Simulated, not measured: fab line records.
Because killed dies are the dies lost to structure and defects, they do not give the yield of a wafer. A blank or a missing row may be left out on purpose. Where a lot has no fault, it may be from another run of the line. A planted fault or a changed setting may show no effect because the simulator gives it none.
Which tool is to blame?	flow nand-harc	20 lots with 60 wafers sampled at 6 steps, on a route of 1159 steps

== WHAT THE GAUGES READ, wafer by wafer ==
Not one reading of a measure or inspect step in the record can be checked against a usual standard deviation.

== WHICH TOOL RAN EACH LOT (tool, then ch and the chambers of the sampled wafers, then the start) ==
lot	NHARC_A_STAIRCASE_ETCH_169	NHARC_A_STAIRCASE_DESCUM_11	NHARC_A_STAIRCASE_ETCH_15	NHARC_A_STAIRCASE_TRIM_20	NHARC_A_STAIRCASE_ETCH_188	NHARC_A_STAIRCASE_ETCH_192
L075	rie-diel-11 ch 0,3, day 10 10:48	rie-diel-10 ch 1,3, day 10 12:54	rie-diel-10 ch 1,3, day 10 14:25 or earlier	rie-diel-11 ch 1,3, day 10 14:25	rie-diel-11 ch 0,1, no start	rie-diel-11 ch 0,3, no start
L074	rie-diel-13 ch 0,1,2, day 10 15:17	rie-diel-13 ch 0,1,3, day 10 17:23	rie-diel-13 ch 1,2,3, day 10 18:41 or earlier	rie-diel-13 ch 0,1,2, day 10 18:41	rie-diel-13 ch 0,2, no start	rie-diel-13 ch 1,2,3, no start
L077	rie-diel-13 ch 1,2, day 11 06:41	rie-diel-11 ch 1,3, day 11 08:35	rie-diel-11 ch 0,1, day 11 09:54 or earlier	rie-diel-11 ch 0,1,3, day 11 09:54	rie-diel-13 ch 0,1,2, no start	rie-diel-13 ch 0,2,3, no start
L076	rie-diel-11 ch 0,1, day 11 07:01	rie-diel-10 ch 2,3, day 11 09:27	rie-diel-10 ch 1,3, day 11 11:38 or earlier	rie-diel-11 ch 0,1,3, day 11 11:38	rie-diel-13 ch 0,3, no start	rie-diel-13 ch 0,1,2, no start
L079	rie-diel-10 ch 0,2,3, day 12 02:43	rie-diel-13 ch 0,3, day 12 04:28	rie-diel-13 ch 0,1,2, day 12 05:38 or earlier	rie-diel-11 ch 1,2,3, day 12 05:38	rie-diel-10 ch 1,2, no start	rie-diel-10 ch 0,2,3, no start
L080	rie-diel-10 ch 0,1,2, day 12 03:08	rie-diel-10 ch 0,1, day 12 04:53	rie-diel-10 ch 1,2,3, day 12 06:37 or earlier	rie-diel-13 ch 0,1,3, day 12 06:37	rie-diel-10 ch 1,3, no start	rie-diel-10 ch 0,1, no start
L083	rie-diel-10 ch 0,1,3, day 12 11:25	rie-diel-10 ch 0,1,2, day 12 13:53	rie-diel-10 ch 0,1,2, day 12 15:16 or earlier	rie-diel-11 ch 0,1,2, day 12 15:16	rie-diel-10 ch 1,2,3, no start	rie-diel-10 ch 0,1,2, no start
L081	rie-diel-10 ch 0,2, day 12 15:56	rie-diel-11 ch 0,2, day 12 17:50	rie-diel-11 ch 2,3, day 12 20:40 or earlier	rie-diel-11 ch 1,2,3, day 12 20:40	rie-diel-13 ch 2,3, no start	rie-diel-13 ch 2,3, no start
L084	rie-diel-10 ch 0,1,2, day 13 00:43	rie-diel-13 ch 0,2,3, day 13 03:50	rie-diel-13 ch 0,1,3, day 13 05:03 or earlier	rie-diel-13 ch 0,2,3, day 13 05:03	rie-diel-13 ch 0,1,3, no start	rie-diel-13 ch 0,1,2, no start
L085	rie-diel-13 ch 0,1,2, day 13 00:49	rie-diel-11 ch 0,1,3, day 13 02:29	rie-diel-11 ch 0,2, day 13 03:49 or earlier	rie-diel-10 ch 0,3, day 13 03:49	rie-diel-11 ch 0,2,3, no start	rie-diel-11 ch 0,1,3, no start
L088	rie-diel-10 ch 0,1,3, day 13 23:17	rie-diel-11 ch 1,2,3, day 14 00:54	rie-diel-11 ch 0,1,2, day 14 02:01 or earlier	rie-diel-11 ch 0,1,2, day 14 02:01	rie-diel-13 ch 0,1,3, no start	rie-diel-13 ch 0,1,3, no start
L086	rie-diel-10 ch 0,2,3, day 13 23:43	rie-diel-10 ch 0,1,2, day 14 01:29	rie-diel-10 ch 1,3, day 14 04:01 or earlier	rie-diel-10 ch 0,1,3, day 14 04:01	rie-diel-10 ch 0,2,3, no start	rie-diel-10 ch 1,2, no start
L090	rie-diel-10 ch 0,2,3, day 14 12:35	rie-diel-11 ch 0,2,3, day 14 14:12	rie-diel-11 ch 0,1,2, day 14 15:20 or earlier	rie-diel-13 ch 0,1,3, day 14 15:20	rie-diel-10 ch 0,2,3, no start	rie-diel-10 ch 0,1,3, no start
L089	rie-diel-13 ch 0,1,3, day 14 12:46	rie-diel-10 ch 0,1, day 14 14:30	rie-diel-10 ch 0,1, day 14 15:38 or earlier	rie-diel-11 ch 1,2,3, day 14 15:38	rie-diel-13 ch 1,2,3, no start	rie-diel-13 ch 0,2,3, no start
L091	rie-diel-11 ch 0,3, day 15 02:02	rie-diel-10 ch 0,2, day 15 03:41	rie-diel-10 ch 0,3, day 15 05:16 or earlier	rie-diel-13 ch 0,2,3, day 15 05:16	rie-diel-13 ch 0,1, no start	rie-diel-13 ch 0,1,3, no start
L092	rie-diel-10 ch 0,3, day 15 02:13	rie-diel-10 ch 0,2, day 15 04:00	rie-diel-10 ch 0,2, day 15 05:28 or earlier	rie-diel-11 ch 2,3, day 15 05:28	rie-diel-10 ch 0,1, no start	rie-diel-10 ch 0,1, no start
L093	rie-diel-10 ch 2,3, day 15 07:37	rie-diel-13 ch 0,1,2, day 15 09:22	rie-diel-13 ch 0,1, day 15 12:14 or earlier	rie-diel-11 ch 0,1,2, day 15 12:14	rie-diel-13 ch 1,2,3, no start	rie-diel-13 ch 1,2, no start
L094	rie-diel-10 ch 0,1,3, day 16 05:55	rie-diel-13 ch 0,1,2, day 16 08:10	rie-diel-13 ch 0,1,3, day 16 09:22 or earlier	rie-diel-13 ch 0,1,3, day 16 09:22	rie-diel-10 ch 0,2,3, no start	rie-diel-10 ch 1,2,3, no start
L095	rie-diel-13 ch 1,2,3, day 16 13:20	rie-diel-13 ch 0,2,3, day 16 15:06	rie-diel-13 ch 0,2,3, day 16 16:44 or earlier	rie-diel-13 ch 1,2,3, day 16 16:44	rie-diel-13 ch 1,2,3, no start	rie-diel-13 ch 1,2,3, no start
L096	rie-diel-13 ch 1,2,3, day 16 13:31	rie-diel-10 ch 1,2, day 16 15:16	rie-diel-10 ch 0,1, day 16 16:43 or earlier	rie-diel-10 ch 0,2, day 16 16:43	rie-diel-13 ch 1,2,3, no start	rie-diel-13 ch 0,1,3, no start
- NHARC_A_STAIRCASE_ETCH_169: etches the open film in CH3F/O2, target depth 50 nm, time 107.1 s.
- NHARC_A_STAIRCASE_DESCUM_11: chemistry O2, time 3 s.
- NHARC_A_STAIRCASE_ETCH_15: etches the open film in C4F8/O2, target depth 100 nm, time 40.5 s.
- NHARC_A_STAIRCASE_TRIM_20: chemistry O2, time 211.2 s.
- NHARC_A_STAIRCASE_ETCH_188: etches the open film in C4F8/O2, target depth 100 nm, time 40.5 s.
- NHARC_A_STAIRCASE_ETCH_192: etches the open film in C4F8/O2, target depth 100 nm, time 40.5 s.

== AS READ BY THE TOOLS THEMSELVES (means over the sampled wafers that have a number; for cases with no such wafer, the mark the record gives instead) ==
NHARC_A_STAIRCASE_ETCH_169. Usual: for drypump-motor-current-A, 5.8 A with a standard deviation of 0.43; for o2-flow-sccm, 30.00 sccm with a standard deviation of 0.092; for oes-product-au, 0.955 a.u. with a standard deviation of 0.021; for rf-fwd-power-W, 496.9 W with a standard deviation of 1.8; for rf-vpp-V, 244.3 V with a standard deviation of 1.7; for showerhead-plenum-p-Torr, 2.45 Torr with a standard deviation of 0.12; for throttle-valve-pct, 20.663 % with a standard deviation of 0.0094.
lot	tool	drypump-motor-current-A (A)	o2-flow-sccm (sccm)	oes-product-au (a.u.)	rf-fwd-power-W (W)	rf-vpp-V (V)	showerhead-plenum-p-Torr (Torr)	throttle-valve-pct (%)	flag
L075	rie-diel-11	6.0	30.04	0.946	494.6	244.3	2.47	20.664	
L074	rie-diel-13	5.4	30.01	0.965	494.7	243.9	2.42	20.661	
L077	rie-diel-13	5.5	29.89	0.954	498.2	244.6	2.46	20.677	
L076	rie-diel-11	5.8	30.08	0.944	497.7	243.6	2.43	20.661	
L079	rie-diel-10	6.0	30.02	0.973	495.6	244.5	2.50	20.667	
L080	rie-diel-10	6.0	29.90	0.975	498.9	244.3	2.42	20.655	
L083	rie-diel-10	6.2	29.92	0.967	498.1	244.9	2.46	20.659	
L081	rie-diel-10	6.1	30.08	0.930	498.2	245.1	2.53	20.658	
L084	rie-diel-10	6.1	30.04	0.943	497.6	243.6	2.42	20.659	
L085	rie-diel-13	5.4	29.99	0.964	496.3	246.0	2.54	20.666	
L088	rie-diel-10	6.2	30.01	0.925	497.3	244.8	2.46	20.669	
L086	rie-diel-10	6.0	30.07	0.956	496.1	244.9	2.50	20.656	
L090	rie-diel-10	6.0	30.11	0.965	495.8	244.8	2.50	20.653	
L089	rie-diel-13	5.3	29.92	0.980	497.2	244.4	2.45	20.660	
L091	rie-diel-11	6.0	29.97	0.928	497.3	243.9	2.46	20.668	
L092	rie-diel-10	6.2	30.01	0.926	497.2	245.9	2.56	20.671	
L093	rie-diel-10	5.9	29.84	0.934	494.8	244.5	2.46	20.666	
L094	rie-diel-10	6.2	29.96	0.984	496.5	246.9	2.59	20.657	
L095	rie-diel-13	5.3	29.92	0.955	496.1	242.9	2.42	20.657	
L096	rie-diel-13	5.3	30.06	0.941	495.5	243.2	2.42	20.666	

NHARC_A_STAIRCASE_DESCUM_11. Usual: drypump-motor-current-A 5.8 A, standard deviation 0.47; o2-flow-sccm 200.0 sccm, standard deviation 0.64; oes-product-au 1.000 a.u., standard deviation 0.015; rf-vpp-V 57.7 V, standard deviation 0.9; showerhead-plenum-p-Torr 1.90 Torr, standard deviation 0.093; throttle-valve-pct 11.311 %, standard deviation 0.0096.
lot	tool	drypump-motor-current-A (A)	o2-flow-sccm (sccm)	oes-product-au (a.u.)	rf-vpp-V (V)	showerhead-plenum-p-Torr (Torr)	throttle-valve-pct (%)	flag
L075	rie-diel-10	6.2	200.2	1.000	57.9	1.84	11.307	
L074	rie-diel-13	5.2	199.6	1.012	56.2	1.81	11.303	
L077	rie-diel-11	5.7	200.1	0.992	57.8	1.86	11.307	
L076	rie-diel-10	5.9	199.6	0.995	58.4	1.93	11.310	
L079	rie-diel-13	5.2	199.7	1.032	57.1	1.77	11.314	
L080	rie-diel-10	6.3	200.1	1.000	58.0	1.94	11.312	
L083	rie-diel-10	6.1	200.4	1.004	58.3	1.88	11.323	
L081	rie-diel-11	6.2	200.1	1.001	57.1	1.94	11.321	
L084	rie-diel-13	5.2	199.9	1.004	56.9	1.96	11.302	
L085	rie-diel-11	5.7	200.1	0.996	58.0	1.87	11.314	
L088	rie-diel-11	5.9	200.5	0.986	57.4	1.87	11.314	
L086	rie-diel-10	6.0	199.8	1.002	58.1	1.88	11.309	
L090	rie-diel-11	6.2	199.4	0.998	58.2	1.91	11.309	
L089	rie-diel-10	6.3	200.8	0.999	58.0	1.85	11.318	
L091	rie-diel-10	5.8	199.7	1.006	57.4	1.91	11.318	
L092	rie-diel-10	6.0	200.4	1.001	58.2	1.96	11.311	
L093	rie-diel-13	5.4	199.8	1.001	58.4	1.97	11.313	
L094	rie-diel-13	5.4	200.4	1.005	58.0	1.97	11.305	
L095	rie-diel-13	5.2	200.2	1.003	57.1	1.95	11.307	
L096	rie-diel-10	5.8	199.6	1.008	57.9	1.92	11.302	

NHARC_A_STAIRCASE_ETCH_15. Usual: oes-product-au 0.941 a.u., standard deviation 0.015; rf-fwd-power-W 592.6 W, standard deviation 2.8; rf-vpp-V 895 V, standard deviation 5.8.
lot	tool	oes-product-au (a.u.)	rf-fwd-power-W (W)	rf-vpp-V (V)	flag
L075	rie-diel-10	0.937	588.7	896	
L074	rie-diel-13	0.949	594.0	895	
L077	rie-diel-11	0.915	593.3	893	
L076	rie-diel-10	0.935	591.2	891	
L079	rie-diel-13	0.964	593.2	894	
L080	rie-diel-10	0.942	590.5	892	
L083	rie-diel-10	0.933	593.5	894	
L081	rie-diel-11	0.940	592.2	897	
L084	rie-diel-13	0.962	592.7	896	
L085	rie-diel-11	0.935	590.3	898	
L088	rie-diel-11	0.937	590.5	894	
L086	rie-diel-10	0.932	589.0	894	
L090	rie-diel-11	0.939	591.8	894	
L089	rie-diel-10	0.949	595.7	898	
L091	rie-diel-10	0.932	592.4	901	
L092	rie-diel-10	0.941	595.0	899	
L093	rie-diel-13	0.935	593.3	897	
L094	rie-diel-13	0.961	593.5	896	
L095	rie-diel-13	0.955	592.3	897	
L096	rie-diel-10	0.936	591.9	904	

NHARC_A_STAIRCASE_TRIM_20. Usual: drypump-motor-current-A 5.7 A, standard deviation 0.48; o2-flow-sccm 500.0 sccm, standard deviation 1.6; oes-product-au 1.000 a.u., standard deviation 0.016; rf-vpp-V 57.7 V, standard deviation 0.8; showerhead-plenum-p-Torr 3.50 Torr, standard deviation 0.15; throttle-valve-pct 17.036 %, standard deviation 0.0094.
lot	tool	drypump-motor-current-A (A)	o2-flow-sccm (sccm)	oes-product-au (a.u.)	rf-vpp-V (V)	showerhead-plenum-p-Torr (Torr)	throttle-valve-pct (%)	flag
L075	rie-diel-11	5.7	499.0	0.994	57.4	3.45	17.033	
L074	rie-diel-13	5.4	500.3	1.017	57.2	3.47	17.044	
L077	rie-diel-11	5.7	501.2	0.988	56.7	3.46	17.037	
L076	rie-diel-11	5.7	500.9	0.989	56.8	3.46	17.036	
L079	rie-diel-11	5.9	500.0	0.994	57.8	3.47	17.044	
L080	rie-diel-13	5.3	499.1	1.009	57.9	3.35	17.041	
L083	rie-diel-11	5.9	501.1	0.987	57.5	3.49	17.037	
L081	rie-diel-11	5.9	499.0	0.989	58.2	3.46	17.040	
L084	rie-diel-13	5.2	499.8	1.008	58.0	3.61	17.042	
L085	rie-diel-10	6.2	499.9	0.999	58.1	3.68	17.042	
L088	rie-diel-11	5.9	501.1	0.992	58.2	3.48	17.036	
L086	rie-diel-10	6.2	499.7	0.999	57.5	3.53	17.041	
L090	rie-diel-13	5.3	500.4	1.016	56.8	3.52	17.029	
L089	rie-diel-11	5.9	501.1	0.998	57.3	3.45	17.037	
L091	rie-diel-13	5.2	499.5	1.011	57.4	3.60	17.029	
L092	rie-diel-11	6.1	498.8	1.000	57.4	3.50	17.030	
L093	rie-diel-11	5.9	499.1	0.988	58.3	3.47	17.043	
L094	rie-diel-13	5.3	500.0	1.014	57.4	3.51	17.033	
L095	rie-diel-13	5.3	499.5	1.006	57.5	3.47	17.034	
L096	rie-diel-10	6.0	500.5	0.999	58.5	3.61	17.035	

NHARC_A_STAIRCASE_ETCH_188. Usual: oes-product-au 0.939 a.u., standard deviation 0.017; rf-fwd-power-W 592.4 W, standard deviation 2.9; rf-vpp-V 895 V, standard deviation 6.4.
lot	tool	oes-product-au (a.u.)	rf-fwd-power-W (W)	rf-vpp-V (V)	flag
L075	rie-diel-11	0.915	592.3	891	
L074	rie-diel-13	0.953	592.3	897	
L077	rie-diel-13	0.966	593.5	894	
L076	rie-diel-13	0.946	591.5	888	
L079	rie-diel-10	0.967	595.0	890	
L080	rie-diel-10	0.949	590.9	891	
L083	rie-diel-10	0.934	591.2	892	
L081	rie-diel-13	0.938	593.4	897	
L084	rie-diel-13	0.950	593.8	896	
L085	rie-diel-11	0.933	593.4	897	
L088	rie-diel-13	0.945	593.4	896	
L086	rie-diel-10	0.921	592.1	897	
L090	rie-diel-10	0.932	591.2	898	
L089	rie-diel-13	0.949	594.3	893	
L091	rie-diel-13	0.946	592.2	901	
L092	rie-diel-10	0.923	594.8	904	
L093	rie-diel-13	0.935	593.1	894	
L094	rie-diel-10	0.936	592.8	897	
L095	rie-diel-13	0.925	592.8	893	
L096	rie-diel-13	0.931	591.1	894	

NHARC_A_STAIRCASE_ETCH_192. Usual: oes-product-au 0.943 a.u., standard deviation 0.016; rf-fwd-power-W 592.6 W, standard deviation 2.8; rf-vpp-V 896 V, standard deviation 6.4.
lot	tool	oes-product-au (a.u.)	rf-fwd-power-W (W)	rf-vpp-V (V)	flag
L075	rie-diel-11	0.939	593.6	896	
L074	rie-diel-13	0.931	591.4	895	
L077	rie-diel-13	0.965	591.6	892	
L076	rie-diel-13	0.952	592.2	893	
L079	rie-diel-10	0.948	593.1	898	
L080	rie-diel-10	0.937	595.1	896	
L083	rie-diel-10	0.923	593.5	893	
L081	rie-diel-13	0.928	593.0	898	
L084	rie-diel-13	0.950	591.8	899	
L085	rie-diel-11	0.933	592.1	894	
L088	rie-diel-13	0.951	592.9	895	
L086	rie-diel-10	0.935	596.0	888	
L090	rie-diel-10	0.942	590.8	896	
L089	rie-diel-13	0.957	592.0	898	
L091	rie-diel-13	0.957	592.0	895	
L092	rie-diel-10	0.949	595.5	904	
L093	rie-diel-13	0.933	592.0	898	
L094	rie-diel-10	0.960	591.6	898	
L095	rie-diel-13	0.938	593.6	893	
L096	rie-diel-13	0.952	595.0	896	

== THE ANSWER, worked out from the rows above alone ==
Rule: lot off if the mean of its wafers having a number is beyond 3 standard deviations from the usual mean. Also off: a lot with no number at a reading for which 4 or more lots have one. The other lots that the step has rows for count as sound. Order of review: gauges by route order, followed by the tools' own readings, for which a lot's mean as printed above is used. At the first step where some lot is off, the reading lying furthest off is the one used; lots without a number count as furthest.
No lot is off on any of the readings shown, so nothing can be concluded from this.

== WHAT HAD BEEN PUT IN BY THE SIMULATOR ==
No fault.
